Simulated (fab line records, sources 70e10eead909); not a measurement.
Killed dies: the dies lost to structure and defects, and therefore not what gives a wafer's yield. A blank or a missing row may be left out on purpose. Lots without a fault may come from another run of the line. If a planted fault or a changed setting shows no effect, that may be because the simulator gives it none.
fab line records | flow nandHarc
[record] lots = 6 | wafers = 18 | lastDay = 23
route steps=1159 shown A_SOURCE_PLATE@416 A_ONON_D1@424 END@1159
lots that met no fault: taken from a fault-free run of the same line
startH: hours from the record's first day to the start of the lot's first wafer shown | waitH: how many hours have passed since the lot's step before this one | " same as the row above | L1.1+2: one row covering several wafers at once | - either no value or no given start | * or withheld: withheld | < > ~ a bound
route shown NAME@n: NAME is a module with steps in the file, n the number in the route of the first one | usual: mean/standard deviation of fault-free wafers | same: alike in all rows | chamber/n: place in a boat | sites: each site's reading | _std_site: standard deviation across them | _edge_site: outer sites' mean less inner sites' | radiusMm: for every site, how far away it sits from the centre of the wafer | mask NAME#n: copy n | behind: the most recent tool/chamber to have shaped the wafer | hold: why the lot went on hold/how many hours it stayed there/how the hold came to an end | device: transistor that didn't switch, given as n, p or np | end of line: the same wafers' tests at the end of the route | a step given without rows: its recipe and nothing more | killed: dies lost to structure and defects at the first sort, not the wafer's yield | map: dies across one wafer; x = killed, . = not, _ = none there
set.NAME: the setting the step ran with; set.NAME@STEP: the setting that earlier step ran with | model.NAME: the simulator's own value behind a step, which no gauge read
lots at some steps of the route; a table a step, a row a wafer
services: a tool's chamber out of use, with start hour (startH, from the record's first day; less than 0 if before it), hours out, and reason
[[steps]]
[step NHARC_A_SOURCE_PLATE_THK_MEAS_09]
[recipe] thkMeasGauge = ellipsometry
[usual] thkNm = 9.6/0.9
lot.wafer | tool         | chamber | startH | waitH | thkNm
L476.1    | filmMetro-02 | -       | 158.02 | 0.4   | 10.0
L476.3    | "            | -       | "      | "     | 9.3
L476.6    | "            | -       | "      | "     | 11.2
L478.2    | filmMetro-01 | -       | 167.48 | 0.4   | 9.2
L478.3    | "            | -       | "      | "     | 9.2
L478.5    | "            | -       | "      | "     | 8.7
L483.2    | filmMetro-02 | -       | 194.48 | 0.4   | 9.5
L483.3    | "            | -       | "      | "     | 9.7
L483.4    | "            | -       | "      | "     | 11.0
L485.1    | filmMetro-01 | -       | 207.43 | 0.4   | 10.8
L485.3    | "            | -       | "      | "     | 10.2
L485.5    | "            | -       | "      | "     | 9.8
L491.1    | filmMetro-02 | -       | 244.45 | 0.4   | 9.8
L491.2    | "            | -       | "      | "     | 10.5
L491.6    | "            | -       | "      | "     | 9.7
L495.1    | filmMetro-02 | -       | 263.27 | 0.4   | 10.7
L495.3    | "            | -       | "      | "     | 9.4
L495.4    | "            | -       | "      | "     | 11.7
[step NHARC_A_SOURCE_PLATE_PVD_04]
[recipe] targetThkA = 500 | material = WSi2
[step NHARC_A_SOURCE_PLATE_CVD_03]
[recipe] targetThkA = 2000 | tempC = 620 | pressureMtorr = 200 | timeS = 4000 | material = poly-Si
[step NHARC_A_SOURCE_PLATE_ANNEAL_05]
[recipe] tempC = 850 | timeS = 1800
[step NHARC_A_SOURCE_PLATE_THK_MEAS_06]
[recipe] thkMeasGauge = ellipsometry
[usual] thkNm = 200.0/2
lot.wafer | tool         | chamber | startH | waitH | thkNm
L476.1    | filmMetro-01 | -       | 170.86 | 0.4   | 199.6
L476.3    | "            | -       | "      | "     | 198.0
L476.6    | "            | -       | "      | "     | 199.4
L478.2    | filmMetro-01 | -       | 180.91 | 0.4   | 197.6
L478.3    | "            | -       | "      | "     | 198.0
L478.5    | "            | -       | "      | "     | 196.8
L483.2    | filmMetro-02 | -       | 208.22 | 0.4   | 201.6
L483.3    | "            | -       | "      | "     | 201.7
L483.4    | "            | -       | "      | "     | 200.7
L485.1    | filmMetro-01 | -       | 220.47 | 0.4   | 199.7
L485.3    | "            | -       | "      | "     | 201.2
L485.5    | "            | -       | "      | "     | 198.9
L491.1    | filmMetro-02 | -       | 257.47 | 0.4   | 199.9
L491.2    | "            | -       | "      | "     | 197.8
L491.6    | "            | -       | "      | "     | 198.0
L495.1    | filmMetro-01 | -       | 276.58 | 0.4   | 199.1
L495.3    | "            | -       | "      | "     | 200.0
L495.4    | "            | -       | "      | "     | 197.3
[step NHARC_A_SOURCE_PLATE_INSPECT_08]
[usual] rawDefectCount = 55/20
lot.wafer | tool             | chamber | startH | waitH | rawDefectCount
L476.1    | defectInspect-02 | -       | 170.92 | 0.0   | 37
L476.3    | "                | -       | "      | "     | 47
L476.6    | "                | -       | "      | "     | 44
L478.2    | defectInspect-02 | -       | 181.01 | 0.0   | 110
L478.3    | "                | -       | "      | "     | 53
L478.5    | "                | -       | "      | "     | 42
L483.2    | defectInspect-02 | -       | 208.28 | 0.0   | 46
L483.3    | "                | -       | "      | "     | 103
L483.4    | "                | -       | "      | "     | 66
L485.1    | defectInspect-02 | -       | 220.53 | 0.0   | 63
L485.3    | "                | -       | "      | "     | 55
L485.5    | "                | -       | "      | "     | 46
L491.1    | defectInspect-01 | -       | 257.55 | 0.0   | 44
L491.2    | "                | -       | "      | "     | 40
L491.6    | "                | -       | "      | "     | 75
L495.1    | defectInspect-01 | -       | 276.68 | 0.0   | 59
L495.3    | "                | -       | "      | "     | 75
L495.4    | "                | -       | "      | "     | 62
[step NHARC_A_ONON_D1_DEP_00]
[recipe] targetThkA = 10000 | n2FlowSccm = 2750 | n2oFlowSccm = 2000 | nh3FlowSccm = 500 | sih4FlowSccm = 210 | tempC = 400
[step NHARC_A_ONON_D1_THK_MEAS_02]
[recipe] thkMeasGauge = ellipsometry
[usual] thkNm = 1004/8.2
lot.wafer | tool         | chamber | startH | waitH | thkNm
L476.1    | filmMetro-02 | -       | 171.50 | -     | 1010
L476.3    | "            | -       | "      | "     | 1010
L476.6    | "            | -       | "      | "     | 1010
L478.2    | filmMetro-01 | -       | 181.59 | -     | 1008
L478.3    | "            | -       | "      | "     | 1007
L478.5    | "            | -       | "      | "     | 1008
L483.2    | filmMetro-01 | -       | 208.86 | -     | 992
L483.3    | "            | -       | "      | "     | 991
L483.4    | "            | -       | "      | "     | 991
L485.1    | filmMetro-02 | -       | 221.11 | -     | 997
L485.3    | "            | -       | "      | "     | 995
L485.5    | "            | -       | "      | "     | 995
L491.1    | filmMetro-01 | -       | 258.12 | -     | 1008
L491.2    | "            | -       | "      | "     | 1007
L491.6    | "            | -       | "      | "     | 1007
L495.1    | filmMetro-02 | -       | 277.28 | -     | 1006
L495.3    | "            | -       | "      | "     | 1006
L495.4    | "            | -       | "      | "     | 1005
[step NHARC_A_ONON_D1_DEP_03]
[recipe] targetThkA = 10000 | n2FlowSccm = 2750 | n2oFlowSccm = 2000 | nh3FlowSccm = 500 | sih4FlowSccm = 210 | tempC = 400
[step NHARC_A_ONON_D1_THK_MEAS_05]
[recipe] thkMeasGauge = ellipsometry
[usual] thkNm = 1000/9.1
lot.wafer | tool         | chamber | startH | waitH | thkNm
L476.1    | filmMetro-02 | -       | 172.07 | -     | 1002
L476.3    | "            | -       | "      | "     | 1001
L476.6    | "            | -       | "      | "     | 999
L478.2    | filmMetro-02 | -       | 182.15 | -     | 1000
L478.3    | "            | -       | "      | "     | 1001
L478.5    | "            | -       | "      | "     | 1001
L483.2    | filmMetro-01 | -       | 209.42 | -     | 1004
L483.3    | "            | -       | "      | "     | 1005
L483.4    | "            | -       | "      | "     | 1004
L485.1    | filmMetro-01 | -       | 221.68 | -     | 1004
L485.3    | "            | -       | "      | "     | 1006
L485.5    | "            | -       | "      | "     | 1004
L491.1    | filmMetro-01 | -       | 258.69 | -     | 994
L491.2    | "            | -       | "      | "     | 994
L491.6    | "            | -       | "      | "     | 992
L495.1    | filmMetro-01 | -       | 277.85 | -     | 999
L495.3    | "            | -       | "      | "     | 999
L495.4    | "            | -       | "      | "     | 998
[step NHARC_A_ONON_D1_DEP_06]
[recipe] targetThkA = 10000 | n2FlowSccm = 2750 | n2oFlowSccm = 2000 | nh3FlowSccm = 500 | sih4FlowSccm = 210 | tempC = 400
[usual] susceptorTempC = 400.03/0.21
lot.wafer | tool         | chamber | startH | waitH | susceptorTempC
L476.1    | pecvdOnon-03 | 0       | 172.13 | 0.1   | 399.95
L476.3    | "            | 0       | "      | "     | 399.98
L476.6    | "            | 0       | "      | "     | 400.00
L478.2    | pecvdOnon-03 | 0       | 182.27 | 0.1   | 399.94
L478.3    | "            | 0       | "      | "     | 400.31
L478.5    | "            | 0       | "      | "     | 400.29
L483.2    | pecvdOnon-03 | 0       | 209.54 | 0.1   | 400.21
L483.3    | "            | 0       | "      | "     | 400.13
L483.4    | "            | 0       | "      | "     | 400.04
L485.1    | pecvdOnon-03 | 0       | 221.73 | 0.1   | 399.71
L485.3    | "            | 0       | "      | "     | 399.90
L485.5    | "            | 0       | "      | "     | 399.66
L491.1    | pecvdOnon-02 | 0       | 258.74 | 0.1   | 400.07
L491.2    | "            | 0       | "      | "     | 400.17
L491.6    | "            | 0       | "      | "     | 399.96
L495.1    | pecvdOnon-02 | 0       | 277.90 | 0.1   | 399.90
L495.3    | "            | 0       | "      | "     | 399.73
L495.4    | "            | 0       | "      | "     | 399.93
[step NHARC_A_ONON_D1_THK_MEAS_08]
[recipe] thkMeasGauge = ellipsometry
[usual] thkNm = 999/11
lot.wafer | tool         | chamber | startH | waitH | thkNm
L476.1    | filmMetro-02 | -       | 172.63 | -     | 1020
L476.3    | "            | -       | "      | "     | 1020
L476.6    | "            | -       | "      | "     | 1019
L478.2    | filmMetro-01 | -       | 182.72 | -     | 1004
L478.3    | "            | -       | "      | "     | 1006
L478.5    | "            | -       | "      | "     | 1006
L483.2    | filmMetro-02 | -       | 209.99 | -     | 271
L483.3    | "            | -       | "      | "     | 271
L483.4    | "            | -       | "      | "     | 270
L485.1    | filmMetro-02 | -       | 222.27 | -     | 295
L485.3    | "            | -       | "      | "     | 293
L485.5    | "            | -       | "      | "     | 293
L491.1    | filmMetro-02 | -       | 259.26 | -     | 996
L491.2    | "            | -       | "      | "     | 994
L491.6    | "            | -       | "      | "     | 994
L495.1    | filmMetro-01 | -       | 278.41 | -     | 1001
L495.3    | "            | -       | "      | "     | 1000
L495.4    | "            | -       | "      | "     | 1001
[step NHARC_A_ONON_D1_DEP_09]
[recipe] targetThkA = 10000 | n2FlowSccm = 2750 | n2oFlowSccm = 2000 | nh3FlowSccm = 500 | sih4FlowSccm = 210 | tempC = 400
[step NHARC_END_SORT_01]
[recipe] tempC = 25
[usual] killedAtArray = 29/11 | killedAtOther = 0.7/1.1 | killedAtPeriphery = 3.1/2 | killedDies = 33/11 | killedOpen = 3.5/1.8 | killedShort = 2.0/1.4
[same] grossDies = 677
lot.wafer | tool      | chamber | startH | waitH | killedAtArray | killedAtOther | killedAtPeriphery | killedDies | killedOpen | killedShort
L483.2    | prober-01 | 0       | 505.23 | 2.8   | 672           | 3             | 2                 | 677        | 3          | 1
L483.3    | prober-01 | 0       | 506.03 | 3.1   | 675           | 1             | 1                 | 677        | 4          | 0
L483.4    | prober-01 | 0       | 506.83 | 3.4   | 672           | 1             | 4                 | 677        | 3          | 3
L485.1    | prober-02 | 0       | 507.51 | 2.5   | 671           | 0             | 6                 | 677        | 5          | 1
L485.3    | prober-02 | 0       | 509.13 | 3.1   | 674           | 1             | 2                 | 677        | 5          | 3
L485.5    | prober-02 | 0       | 510.74 | 3.7   | 674           | 0             | 3                 | 677        | 5          | 2
// killed by level:class
L483.2 A_ONON_D1:areaDep=634 A_CHANNEL_HOLE_D1:chamberFilmFlake=16 A_SLIT:chamberFilmFlake=9 A_STAIRCASE:chamberFilmFlake=6 THIN_TSV:chamberFilmFlake=3 A_CONTACT:geometricParticle:open=2 P_GATE:chamberFilmFlake=2 A_ZERO_WELL:chamberFilmFlake=2
L483.3 A_ONON_D1:areaDep=638 A_SLIT:chamberFilmFlake=16 A_CHANNEL_HOLE_D1:chamberFilmFlake=7 A_STAIRCASE:chamberFilmFlake=5 A_ZERO_WELL:chamberFilmFlake=2 A_BONDPAD:chamberFilmFlake=2 P_M0:geometricParticle:open=1 A_CHANNEL_FILL_D1:geometricParticle:open=1
L483.4 A_ONON_D1:areaDep=624 A_SLIT:chamberFilmFlake=14 A_CHANNEL_HOLE_D1:chamberFilmFlake=13 A_STAIRCASE:chamberFilmFlake=8 P_GATE:chamberFilmFlake=4 A_ZERO_WELL:chamberFilmFlake=3 A_WL_FILL:chamberFilmFlake=3 A_CONTACT:geometricParticle:open=2
L485.1 A_ONON_D1:areaDep=642 A_CHANNEL_HOLE_D1:chamberFilmFlake=16 P_GATE:chamberFilmFlake=3 A_BONDPAD:chamberFilmFlake=3 A_CONTACT:chamberFilmFlake=2 P_CONTACT:geometricParticle:open=1 P_M1:geometricParticle:open=1 A_SOURCE_PLATE:geometricParticle:open=1
L485.3 A_ONON_D1:areaDep=637 A_CHANNEL_HOLE_D1:chamberFilmFlake=16 A_WL_FILL:chamberFilmFlake=5 A_BONDPAD:chamberFilmFlake=4 A_STAIRCASE:chamberFilmFlake=4 A_CHANNEL_FILL_D1:geometricParticle:open=2 A_CONTACT:chamberFilmFlake=2 P_M2:geometricParticle:open=1
L485.5 A_ONON_D1:areaDep=649 A_CHANNEL_HOLE_D1:chamberFilmFlake=9 P_GATE:chamberFilmFlake=3 A_CONTACT:chamberFilmFlake=3 A_CHANNEL_FILL_D1:geometricParticle:open=2 A_CONTACT:geometricParticle:open=2 A_STAIRCASE:chamberFilmFlake=2 A_M0:chamberFilmFlake=2
// map L483.2 (x killed, . not)
____________x____________
_________xxxxxxx_________
_______xxxxxxxxxxx_______
______xxxxxxxxxxxxx______
_____xxxxxxxxxxxxxxx_____
____xxxxxxxxxxxxxxxxx____
____xxxxxxxxxxxxxxxxx____
___xxxxxxxxxxxxxxxxxxx___
___xxxxxxxxxxxxxxxxxxx___
__xxxxxxxxxxxxxxxxxxxxx__
__xxxxxxxxxxxxxxxxxxxxx__
_xxxxxxxxxxxxxxxxxxxxxxx_
_xxxxxxxxxxxxxxxxxxxxxxx_
_xxxxxxxxxxxxxxxxxxxxxxx_
_xxxxxxxxxxxxxxxxxxxxxxx_
_xxxxxxxxxxxxxxxxxxxxxxx_
xxxxxxxxxxxxxxxxxxxxxxxxx
xxxxxxxxxxxxxxxxxxxxxxxxx
xxxxxxxxxxxxxxxxxxxxxxxxx
xxxxxxxxxxxxxxxxxxxxxxxxx
xxxxxxxxxxxxxxxxxxxxxxxxx
_xxxxxxxxxxxxxxxxxxxxxxx_
_xxxxxxxxxxxxxxxxxxxxxxx_
_xxxxxxxxxxxxxxxxxxxxxxx_
_xxxxxxxxxxxxxxxxxxxxxxx_
_xxxxxxxxxxxxxxxxxxxxxxx_
__xxxxxxxxxxxxxxxxxxxxx__
__xxxxxxxxxxxxxxxxxxxxx__
___xxxxxxxxxxxxxxxxxxx___
___xxxxxxxxxxxxxxxxxxx___
____xxxxxxxxxxxxxxxxx____
____xxxxxxxxxxxxxxxxx____
_____xxxxxxxxxxxxxxx_____
______xxxxxxxxxxxxx______
_______xxxxxxxxxxx_______
_________xxxxxxx_________
____________x____________
// map L485.1 (x killed, . not)
____________x____________
_________xxxxxxx_________
_______xxxxxxxxxxx_______
______xxxxxxxxxxxxx______
_____xxxxxxxxxxxxxxx_____
____xxxxxxxxxxxxxxxxx____
____xxxxxxxxxxxxxxxxx____
___xxxxxxxxxxxxxxxxxxx___
___xxxxxxxxxxxxxxxxxxx___
__xxxxxxxxxxxxxxxxxxxxx__
__xxxxxxxxxxxxxxxxxxxxx__
_xxxxxxxxxxxxxxxxxxxxxxx_
_xxxxxxxxxxxxxxxxxxxxxxx_
_xxxxxxxxxxxxxxxxxxxxxxx_
_xxxxxxxxxxxxxxxxxxxxxxx_
_xxxxxxxxxxxxxxxxxxxxxxx_
xxxxxxxxxxxxxxxxxxxxxxxxx
xxxxxxxxxxxxxxxxxxxxxxxxx
xxxxxxxxxxxxxxxxxxxxxxxxx
xxxxxxxxxxxxxxxxxxxxxxxxx
xxxxxxxxxxxxxxxxxxxxxxxxx
_xxxxxxxxxxxxxxxxxxxxxxx_
_xxxxxxxxxxxxxxxxxxxxxxx_
_xxxxxxxxxxxxxxxxxxxxxxx_
_xxxxxxxxxxxxxxxxxxxxxxx_
_xxxxxxxxxxxxxxxxxxxxxxx_
__xxxxxxxxxxxxxxxxxxxxx__
__xxxxxxxxxxxxxxxxxxxxx__
___xxxxxxxxxxxxxxxxxxx___
___xxxxxxxxxxxxxxxxxxx___
____xxxxxxxxxxxxxxxxx____
____xxxxxxxxxxxxxxxxx____
_____xxxxxxxxxxxxxxx_____
______xxxxxxxxxxxxx______
_______xxxxxxxxxxx_______
_________xxxxxxx_________
____________x____________
[[services]]
tool         | chamber | startH | hours | kind
pecvdOnon-03 | -       | 153.33 | 13.0  | pm
[[key]]
[firstSign] step = NHARC_A_ONON_D1_THK_MEAS_08 | reading = thkNm | direction = down | sigmas = 67 | usual = 999 | struck = 282
[effect] step = NHARC_END_SORT_01 | reading = killedDies | direction = up | sigmas = 61 | usual = 33 | struck = 677
[moreKillsBornAt] NHARC_A_ONON_D1_DEP_06@pecvdOnon-03 = 3824
metAt NHARC_A_ONON_D1_DEP_06
struckWafers L483.2,L483.3,L483.4,L485.1,L485.3,L485.5
laterRowsLeftOut L483.2,L483.3,L483.4,L485.1,L485.3,L485.5
testerLeftOut L483,L485
onsetBetween 182.27 209.54
[earlierFault] kind = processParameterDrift | tool = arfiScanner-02 | chamber = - | onsetH = 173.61 | steps = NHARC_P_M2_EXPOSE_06 | channel = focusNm | offset = 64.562 | spreadByWafer = 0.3 | shape = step
[fault] kind = processParameterDrift | tool = pecvdOnon-03 | chamber = - | onsetH = 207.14 | steps = NHARC_A_ONON_D1_DEP_06 | channel = targetThkA | offset = * | shape = step | endH = 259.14 | actsIn = * | stated = *
// testerLeftOut: of these lots the tester's yield and bins aren't shown, on N5 and GAA mostly nor the transistor test; their killed dies are dies lost to structure and defects alone, not to doping, threshold or leakage, so they don't give the yield
// laterRowsLeftOut: the simulator's readings of these wafers behind a module that went badly wrong aren't trusted and aren't shown, but for the sort
